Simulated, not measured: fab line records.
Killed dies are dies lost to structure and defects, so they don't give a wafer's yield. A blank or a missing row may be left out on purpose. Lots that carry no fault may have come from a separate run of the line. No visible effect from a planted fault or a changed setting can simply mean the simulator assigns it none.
Chamber matching	flow n5-finfet	ald-metal-02 running N5_BEOL_M6_ALD_77: 4 sister chambers
The step deposits TaN, target thk 2 nm, pulse time 2 s, purge time 3 s. 4 wafers are shown with their chamber, then 11 later ones without.

## EACH WAFER AND ITS CHAMBER
wafer	chamber	heater-power-w (W)
L083.1	0	443
L083.2	2	345
L083.3	1	410
L086.1	3	387

## WAFERS WHOSE CHAMBER IS MISSING
wafer	heater-power-w (W)
L086.3	358
L086.5	439
L088.3	412
L088.5	456
L088.6	368
L094.1	411
L094.2	429
L094.5	410
L096.1	375
L096.3	353
L096.4	435

## CHAMBER TAKEN BY EACH
wafer	from the rows above	in truth
L086.3	can't be placed: 2 or 3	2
L086.5	0	0
L088.3	1	1
L088.5	0	0
L088.6	can't be placed: 3 or 2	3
L094.1	1	1
L094.2	can't be placed: 0 or 1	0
L094.5	1	1
L096.1	can't be placed: 3 or 2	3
L096.3	2	2
L096.4	can't be placed: 0 or 1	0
Placed correctly: 6 of 11. Cannot be placed on the basis of these rows: 5; the candidates contain the true chamber in 5. Wrongly placed: 0.
How it was worked out, from the rows above alone: a wafer's distance from a chamber is the root of the sum, over the readings, of the square of ((its reading less the chamber's mean) divided by the reading's scatter). The wafer belongs to the nearest chamber; if the next one is less than 2 further off, it can't be placed. For every chamber, the mean is computed from those of its wafers that are shown. The scatter: root of mean squared gap, hidden wafer to nearest shown wafer, with one shown wafer a chamber.
